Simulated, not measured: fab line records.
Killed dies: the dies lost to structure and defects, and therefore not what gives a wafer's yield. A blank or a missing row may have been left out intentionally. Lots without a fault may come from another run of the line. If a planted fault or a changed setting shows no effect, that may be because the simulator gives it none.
fab line records	flow n5-finfet
record lots=7	wafers=39
route steps=1938 shown FIN_CUT@176 DUMMY_GATE@214 SD_ACTIVATION@331
start-h: the number of hours between the record's first day and the start of the first shown wafer of the lot	wait-h: hours elapsed since this lot's preceding step	" the same as in the row above	L1.1+2: a single row standing in for several wafers	- value missing, or start not given	* or withheld: withheld	< > ~ a bound
route shown NAME@n: NAME is a module with steps in the file, n the number in the route of the first one	usual: mean and standard deviation over wafers with no fault	same: alike in all rows	chamber/n: place in a boat	sites: the reading at each site	_std_site: the values' standard deviation	_edge_site: inner sites' mean taken away from outer sites' mean	radius-mm: for every site, how far away it sits from the centre of the wafer	mask NAME#n: copy n	behind: the most recent tool/chamber to have shaped the wafer	hold: what put the lot on hold/how long, in hours/how the hold closed	device: transistor that didn't switch, given as n, p or np	end of line: at the end of the route, the tests of the same wafers	for a step that has no rows: nothing shown but its recipe	killed: count of dies lost to structure and defects at first sort (not the wafer's yield)	map: dies across one wafer; x = killed, . = not, _ = none there
set.NAME: the run value of the setting; set.NAME@STEP: its run value at that earlier step	model.NAME: the simulator's own value behind a step, which no gauge read
lots where settings were altered on purpose, with a table for each step and a row for each wafer
## steps
# step N5_FIN_CUT_CUT_ETCH_15
# recipe chemistry=HBr/Cl2/O2	target=Si	target-depth-a=1000	bt-time-s=10	mask-material=SOC	time-s=42.4	ion-energy-ev=*	bias-w=*	pressure-mtorr=10	icp-w=800	HBr_flow_sccm=150	Cl2_flow_sccm=80	O2_flow_sccm=12
lot.wafer	tool	chamber	start-h	wait-h	set.target-depth-a	model.FIN_CUT.feature-depth-nm	model.etch.depth-nm	model.SOC_of_FIN_CUT_COAT_18.thk-nm
L078.1	rie-si-05	3	50.74	0.1	1000	103.8	103.8	168.4
L078.2	"	2	"	"	1000	101	101	170
L078.3	"	0	"	"	1000	102	102	168.6
L078.4	"	1	"	"	1000	101.6	101.7	170
L078.5	"	3	"	"	1000	102.8	102.7	168.2
L078.6	"	0	"	"	1000	102	102	168.8
L079.1	rie-si-05	0	59.06	0.1	1000	102.8	102.9	167.8
L079.2	"	3	"	"	1117	114.2	114.1	163.8
L079.3	"	2	"	"	1000	101.4	101.5	168.8
L079.4	"	1	"	"	1117	113.6	113.7	163.4
L079.5	"	0	"	"	1117	114.2	114.2	164
L079.6	"	1	"	"	1000	101.2	101.3	169.6
L080.1	rie-si-05	2	64.10	0.1	1000	101.4	101.4	169.6
L080.2	"	3	"	"	1000	102.6	102.6	169.4
L080.3	"	0	"	"	1000	103.8	103.8	168.2
L080.4	"	1	"	"	1000	102.4	102.5	168.8
L080.5	"	1	"	"	1000	101.2	101.2	169.6
L080.6	"	0	"	"	1000	103.8	103.8	169
L085.1	rie-si-04	0	97.46	0.1	1000	100.6	100.7	169.2
L085.2	"	1	"	"	1000	98.8	98.84	171.6
L085.3	"	2	"	"	1000	99.2	99.19	171.4
L085.4	"	3	"	"	962	97.6	97.56	171.6
L085.5	"	2	"	"	962	94.6	94.69	171.8
L085.6	"	1	"	"	962	95	94.96	171.6
L089.1	rie-si-06	3	117.85	0.1	1000	99.6	99.65	170.2
L089.2	"	2	"	"	1000	100.2	100.2	171.2
L089.5	"	3	"	"	1000	99.2	99.13	171.2
L091.1	rie-si-04	2	130.25	0.1	1000	98.8	98.77	170.8
L091.2	"	3	"	"	1000	102	102	169
L091.3	"	1	"	"	1125	111.2	111.1	165.6
L091.4	"	0	"	"	1125	113.6	113.5	165.6
L091.5	"	2	"	"	1000	99	99.08	171.2
L091.6	"	3	"	"	1125	114.8	114.8	164.8
L095.1	rie-si-05	2	155.15	0.1	878.7	90.8	90.71	173.2
L095.2	"	0	"	"	1000	102.8	102.7	168.4
L095.3	"	1	"	"	878.7	89.2	89.13	174.4
L095.4	"	2	"	"	1000	102	101.9	170.4
L095.5	"	0	"	"	1000	104.2	104.2	167.4
L095.6	"	1	"	"	878.7	88.6	88.63	174.4
# step N5_DUMMY_GATE_ALD_02
# recipe material=SiO2	target-thk-a=20	temp-c=300	ald-precursor-family=BDEAS	ald-co-reactant=O2-plasma	pulse-time-s=1	pressure-torr=2
lot.wafer	tool	chamber	start-h	wait-h	set.target-thk-a
L078.1+4+6	ald-sin-04	1,0,2	61.64	0.7	22.5
L078.2+3+5	"	3,2,3	"	"	20
L079.1+2+3	ald-sin-01	2,0,3	68.37	0.2	20
L079.4+5+6	"	1,0,1	"	"	17.18
L080.1+2+3+4+5+6	ald-sin-03	0,2,3,1,1,2	74.33	0.5	20
L085.1+5+6	ald-sin-03	1,1,2	108.10	0.0	17.93
L085.2+3+4	"	2,0,3	"	"	20
L089.1+2+5	ald-sin-01	0,1,3	127.75	0.0	20
L091.1+2+3+4+5+6	ald-sin-01	3,0,1,2,0,3	141.60	0.9	20
L095.1+2+5	ald-sin-03	1,2,1	164.91	0.0	20
L095.3+4+6	"	3,0,2	"	"	17.75
# step N5_DUMMY_GATE_EXPOSE_12
# recipe mask-id=GATE	na=0.33	source-shape=annular	sigma-inner=0.2	sigma-outer=0.6	polarization=unpolarized	target-cd-nm=25	dose-mj=34
lot.wafer	tool	chamber	start-h	wait-h	mask	set.dose-mj
L078.1+2+3+4+5+6	euv-scanner-01	0	76.89	-	GATE#0	34
L079.1+2+6	euv-scanner-01	0	80.41	-	GATE#0	31.84
L079.3+4+5	"	0	"	"	GATE#0	34
L080.1+3+4	euv-scanner-02	0	86.74	-	GATE#0	36.26
L080.2+5+6	"	0	"	"	GATE#0	34
L085.1+4+5	euv-scanner-02	0	116.35	-	GATE#0	32.73
L085.2+3+6	"	0	"	"	GATE#0	34
L089.1+2+5	euv-scanner-02	0	136.13	-	GATE#0	34
L091.1+2+3	euv-scanner-01	0	149.86	-	GATE#0	34
L091.4+5+6	"	0	"	"	GATE#0	31.62
L095.1+2+3	euv-scanner-02	0	173.30	-	GATE#0	34
L095.4+5+6	"	0	"	"	GATE#0	36.69
# step N5_DUMMY_GATE_PEB_13
# recipe peb-temp-c=100	peb-time-s=60	resist=CAR-EUV
# step N5_DUMMY_GATE_DEVELOP_14
# recipe develop-time-s=30	developer=TMAH	resist=CAR-EUV	rinse-liquid=surfactant-rinse	dry=air-spin	dev-temp-c=23
# step N5_DUMMY_GATE_CD_MEAS_15
# recipe target-cd-nm=25.8	landing-energy-ev=500	detector=se-inlens
# usual cd-nm=24.97/0.23
lot.wafer	tool	chamber	start-h	wait-h	set.dose-mj@DUMMY_GATE_EXPOSE_12	cd-nm
L078.1	cd-sem-02	0	77.02	-	34	24.92
L078.2	"	0	"	"	34	25.01
L078.3	"	0	"	"	34	24.95
L078.4	"	0	"	"	34	25.03
L078.5	"	0	"	"	34	24.83
L078.6	"	0	"	"	34	24.83
L079.1	cd-sem-02	0	80.54	-	31.84	26.56
L079.2	"	0	"	"	31.84	25.77
L079.3	"	0	"	"	34	24.67
L079.4	"	0	"	"	34	24.83
L079.5	"	0	"	"	34	24.85
L079.6	"	0	"	"	31.84	26.34
L080.1	cd-sem-03	0	86.87	-	36.26	23.78
L080.2	"	0	"	"	34	24.77
L080.3	"	0	"	"	36.26	23.89
L080.4	"	0	"	"	36.26	23.98
L080.5	"	0	"	"	34	24.96
L080.6	"	0	"	"	34	25.00
L085.1	cd-sem-01	0	116.47	-	32.73	25.72
L085.2	"	0	"	"	34	25.25
L085.3	"	0	"	"	34	24.71
L085.4	"	0	"	"	32.73	25.64
L085.5	"	0	"	"	32.73	25.90
L085.6	"	0	"	"	34	24.76
L089.1	cd-sem-02	0	136.26	-	34	25.09
L089.2	"	0	"	"	34	25.19
L089.5	"	0	"	"	34	25.00
L091.1	cd-sem-02	0	149.99	-	34	25.06
L091.2	"	0	"	"	34	24.79
L091.3	"	0	"	"	34	24.71
L091.4	"	0	"	"	31.62	26.41
L091.5	"	0	"	"	31.62	26.37
L091.6	"	0	"	"	31.62	25.99
L095.1	cd-sem-03	0	173.42	-	34	24.96
L095.2	"	0	"	"	34	25.11
L095.3	"	0	"	"	34	24.76
L095.4	"	0	"	"	36.69	23.85
L095.5	"	0	"	"	36.69	23.53
L095.6	"	0	"	"	36.69	23.53
# step N5_DUMMY_GATE_STRIP_38
# recipe chemistry=N2/H2	temp-c=40	n2-flow-sccm=200	h2-flow-sccm=200	rf-frequency-hz=6e+07
# step N5_DUMMY_GATE_STRIP_39
# recipe chemistry=N2/H2	temp-c=40	n2-flow-sccm=200	h2-flow-sccm=200	rf-frequency-hz=6e+07
# step N5_DUMMY_GATE_TRIM_49
# recipe chemistry=O2	resist=SOC	time-s=29	target-cd-nm=14	source-power-w=300	bias-power-w=0	O2_flow_sccm=100	temp-c=20
lot.wafer	tool	chamber	start-h	wait-h	set.dose-mj@DUMMY_GATE_EXPOSE_12	model.DUMMY_GATE.cd-nm
L078.1+3+4+5	rie-si-04	3,1,2,3	77.38	0.0	34	13.8
L078.2	"	0	"	"	34	13.6
L078.6	"	0	"	"	34	14
L079.1	rie-si-06	2	80.89	0.0	31.84	14.8
L079.2	"	0	"	"	31.84	14.6
L079.3	"	1	"	"	34	14.2
L079.4	"	3	"	"	34	13.8
L079.5	"	2	"	"	34	13.4
L079.6	"	3	"	"	31.84	15.6
L080.1+3	rie-si-05	3,0	87.29	0.0	36.26	12.6
L080.2	"	1	"	"	34	13.6
L080.4	"	2	"	"	36.26	12.4
L080.5	"	3	"	"	34	13.8
L080.6	"	2	"	"	34	14
L085.1	rie-si-06	1	116.83	0.0	32.73	14.6
L085.2	"	0	"	"	34	13.4
L085.3+6	"	2,3	"	"	34	13.6
L085.4	"	3	"	"	32.73	14.4
L085.5	"	0	"	"	32.73	14.2
L089.1	rie-si-05	1	136.62	0.0	34	13.6
L089.2	"	2	"	"	34	13.4
L089.5	"	2	"	"	34	13.8
L091.1+2	rie-si-04	2,0	150.35	0.0	34	13.6
L091.3	"	3	"	"	34	13.4
L091.4	"	3	"	"	31.62	15
L091.5+6	"	2,0	"	"	31.62	15.2
L095.1	rie-si-06	3	173.78	0.0	34	14
L095.2	"	0	"	"	34	13.4
L095.3	"	2	"	"	34	13.6
L095.4	"	1	"	"	36.69	12.8
L095.5	"	2	"	"	36.69	12
L095.6	"	3	"	"	36.69	12.6
# step N5_DUMMY_GATE_STRIP_40
# recipe chemistry=CF4	resist=SiARC	power-w=300	bias-power-w=75	pressure-mtorr=50	cf4-flow-sccm=150	rf-frequency-hz=6e+07
# step N5_DUMMY_GATE_ETCH_32
# recipe chemistry=CF4	target=SiO2	target-depth-a=35	time-s=3.9	ion-energy-ev=350	pressure-mtorr=10	icp-w=800	bias-w=400	cf4-flow-sccm=80
# step N5_DUMMY_GATE_ETCH_23
# recipe chemistry=HBr/Cl2/O2	HBr_flow_sccm=150	Cl2_flow_sccm=80	O2_flow_sccm=12	bias-w=102	target-depth-a=410	time-s=22.3	target=poly-Si	mask-material=SiO2	pressure-mtorr=10	icp-w=800
# step N5_DUMMY_GATE_ETCH_44
# recipe chemistry=HBr/O2	over-etch-frac=0.7	target-depth-a=1275	stop-on=SiO2	ion-energy-ev=60	bias-w=20	target=poly-Si	mask-material=SiO2	pressure-mtorr=20	icp-w=400	HBr_flow_sccm=120	O2_flow_sccm=10
lot.wafer	tool	chamber	start-h	wait-h	set.target-thk-a@DUMMY_GATE_ALD_02	set.dose-mj@DUMMY_GATE_EXPOSE_12	model.DUMMY_GATE.cd-nm	model.SiO2_of_DUMMY_GATE_ALD_02.thk-nm
L078.1	rie-si-05	0	77.91	0.0	22.5	34	15.4	2.2
L078.2+5	"	3	"	"	20	34	14.6	2
L078.3	"	2	"	"	20	34	15	2
L078.4	"	1	"	"	22.5	34	14.8	2.2
L078.6	"	2	"	"	22.5	34	15.2	2.2
L079.1	rie-si-05	3	81.43	0.0	20	31.84	15.4	2
L079.2	"	2	"	"	20	31.84	16	2
L079.3	"	1	"	"	20	34	15.2	2
L079.4	"	0	"	"	17.18	34	15.2	1.6
L079.5	"	0	"	"	17.18	34	14.8	1.6
L079.6	"	3	"	"	17.18	31.84	16.6	1.6
L080.1+3	rie-si-04	0,2	87.83	0.0	20	36.26	13.8	2
L080.2	"	3	"	"	20	34	14.6	2
L080.4	"	1	"	"	20	36.26	13.4	2
L080.5	"	3	"	"	20	34	14.8	2
L080.6	"	2	"	"	20	34	15	2
L085.1	rie-si-04	0	117.37	0.0	17.93	32.73	15.6	1.8
L085.2	"	1	"	"	20	34	14.4	2
L085.3	"	3	"	"	20	34	14.6	2
L085.4	"	2	"	"	20	32.73	15.4	2
L085.5	"	2	"	"	17.93	32.73	15.4	1.8
L085.6	"	1	"	"	17.93	34	14.4	1.8
L089.1	rie-si-04	1	137.19	0.0	20	34	14.4	2
L089.2+5	"	0	"	"	20	34	14.6	2
L091.1+3	rie-si-06	2,3	150.88	0.0	20	34	14.6	2
L091.2	"	1	"	"	20	34	14.4	2
L091.4+6	"	0,2	"	"	20	31.62	15.8	2
L091.5	"	1	"	"	20	31.62	16.2	2
L095.1	rie-si-06	2	174.31	0.0	20	34	15	2
L095.2	"	0	"	"	20	34	14.2	2
L095.3	"	1	"	"	17.75	34	14.4	1.8
L095.4	"	3	"	"	17.75	36.69	14	1.8
L095.5	"	1	"	"	20	36.69	12.8	2
L095.6	"	0	"	"	17.75	36.69	13.6	1.8
# step N5_SD_ACTIVATION_LSA_01
# recipe temp-c=1080	time-s=0.0008	ambient=N2
# usual wafer_temp_C_max=1085.6/1
lot.wafer	tool	chamber	start-h	wait-h	set.temp-c	wafer_temp_C_max
L078.1	laser-anneal-01	0	87.96	0.2	1080	1085.3
L078.2	"	0	"	"	1080	1088.2
L078.3	"	0	"	"	1069	1073.8
L078.4	"	0	"	"	1069	1074.3
L078.5	"	0	"	"	1080	1086.0
L078.6	"	0	"	"	1069	1076.1
L079.1	laser-anneal-01	0	92.51	0.2	1089	1095.7
L079.2	"	0	"	"	1089	1094.4
L079.3	"	0	"	"	1080	1084.1
L079.4	"	0	"	"	1080	1084.2
L079.5	"	0	"	"	1089	1096.7
L079.6	"	0	"	"	1080	1085.8
L080.1	laser-anneal-01	0	99.95	0.2	1070	1074.1
L080.2	"	0	"	"	1080	1084.3
L080.3	"	0	"	"	1070	1076.0
L080.4	"	0	"	"	1080	1086.8
L080.5	"	0	"	"	1080	1085.0
L080.6	"	0	"	"	1070	1076.4
L085.1	laser-anneal-02	0	127.38	0.2	1080	1085.1
L085.2	"	0	"	"	1080	1087.7
L085.3	"	0	"	"	1095	1099.6
L085.4	"	0	"	"	1095	1100.0
L085.5	"	0	"	"	1095	1099.6
L085.6	"	0	"	"	1080	1086.0
L089.1	laser-anneal-02	0	148.05	0.2	1080	1084.7
L089.2	"	0	"	"	1080	1084.7
L089.5	"	0	"	"	1080	1084.5
L091.1	laser-anneal-02	0	160.78	0.2	1089	1094.6
L091.2	"	0	"	"	1089	1094.5
L091.3	"	0	"	"	1080	1085.0
L091.4	"	0	"	"	1080	1086.2
L091.5	"	0	"	"	1080	1085.6
L091.6	"	0	"	"	1089	1096.7
L095.1	laser-anneal-02	0	184.26	0.2	1080	1084.7
L095.2	"	0	"	"	1089	1096.3
L095.3	"	0	"	"	1080	1085.3
L095.4	"	0	"	"	1089	1093.1
L095.5	"	0	"	"	1089	1095.0
L095.6	"	0	"	"	1080	1084.7
# step N5_SD_ACTIVATION_RS_MEAS_03
# recipe thk-meas-gauge=four-point-probe
# usual RS_SD_N=21.9/0.34	RS_SD_P=56.1/0.71
lot.wafer	tool	chamber	start-h	wait-h	set.temp-c@SD_ACTIVATION_LSA_01	RS_SD_N[ohm/sq]	RS_SD_P[ohm/sq]
L078.1	film-metro-02	-	88.17	0.2	1080	22.1	55.1
L078.2	"	-	"	"	1080	22.2	54.8
L078.3	"	-	"	"	1069	23.0	55.1
L078.4	"	-	"	"	1069	23.0	54.6
L078.5	"	-	"	"	1080	22.3	55.3
L078.6	"	-	"	"	1069	23.2	55.8
L079.1	film-metro-01	-	92.71	0.2	1089	21.7	55.5
L079.2	"	-	"	"	1089	21.4	56.3
L079.3	"	-	"	"	1080	22.3	56.2
L079.4	"	-	"	"	1080	22.3	56.9
L079.5	"	-	"	"	1089	21.6	56.1
L079.6	"	-	"	"	1080	22.8	55.5
L080.1	film-metro-01	-	100.15	0.2	1070	22.7	56.0
L080.2	"	-	"	"	1080	22.1	56.5
L080.3	"	-	"	"	1070	22.9	56.9
L080.4	"	-	"	"	1080	21.8	56.3
L080.5	"	-	"	"	1080	21.6	57.1
L080.6	"	-	"	"	1070	23.1	56.3
L085.1	film-metro-01	-	127.58	0.2	1080	22.2	57.2
L085.2	"	-	"	"	1080	22.0	56.9
L085.3	"	-	"	"	1095	20.5	56.3
L085.4	"	-	"	"	1095	20.3	56.3
L085.5	"	-	"	"	1095	20.3	56.1
L085.6	"	-	"	"	1080	21.7	56.3
L089.1	film-metro-02	-	148.25	0.2	1080	21.9	56.0
L089.2	"	-	"	"	1080	21.9	55.6
L089.5	"	-	"	"	1080	22.2	56.6
L091.1	film-metro-01	-	160.98	0.2	1089	20.5	55.4
L091.2	"	-	"	"	1089	20.6	55.0
L091.3	"	-	"	"	1080	22.0	56.0
L091.4	"	-	"	"	1080	21.6	55.7
L091.5	"	-	"	"	1080	22.0	55.5
L091.6	"	-	"	"	1089	20.7	54.8
L095.1	film-metro-01	-	184.47	0.2	1080	21.9	56.6
L095.2	"	-	"	"	1089	20.8	57.0
L095.3	"	-	"	"	1080	21.6	56.9
L095.4	"	-	"	"	1089	20.9	56.8
L095.5	"	-	"	"	1089	20.8	57.4
L095.6	"	-	"	"	1080	21.9	56.7
## key
split step=N5_FIN_CUT_CUT_ETCH_15	setting=target-depth-a	stated=1000	by=wafer
response step=N5_FIN_CUT_CUT_ETCH_15	reading=model.FIN_CUT.feature-depth-nm	change=+1.07	per=1%	r=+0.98
response step=N5_FIN_CUT_CUT_ETCH_15	reading=model.etch.depth-nm	change=+1.07	per=1%	r=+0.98
response step=N5_FIN_CUT_CUT_ETCH_15	reading=model.SOC_of_FIN_CUT_COAT_18.thk-nm	change=-0.414	per=1%	r=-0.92
split step=N5_DUMMY_GATE_ALD_02	setting=target-thk-a	stated=20	by=wafer
response step=N5_DUMMY_GATE_ETCH_44	reading=model.SiO2_of_DUMMY_GATE_ALD_02.thk-nm	change=+0.0212	per=1%	r=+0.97
split step=N5_DUMMY_GATE_EXPOSE_12	setting=dose-mj	stated=34	by=wafer
response step=N5_DUMMY_GATE_CD_MEAS_15	reading=cd-nm	change=-0.187	per=1%	r=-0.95
response step=N5_DUMMY_GATE_TRIM_49	reading=model.DUMMY_GATE.cd-nm	change=-0.19	per=1%	r=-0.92
response step=N5_DUMMY_GATE_ETCH_44	reading=model.DUMMY_GATE.cd-nm	change=-0.169	per=1%	r=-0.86
split step=N5_SD_ACTIVATION_LSA_01	setting=temp-c	stated=1080	by=wafer
response step=N5_SD_ACTIVATION_LSA_01	reading=wafer_temp_C_max	change=*	per=1%	r=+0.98
response step=N5_SD_ACTIVATION_RS_MEAS_03	reading=RS_SD_N	change=-1.13	per=1%	r=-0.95
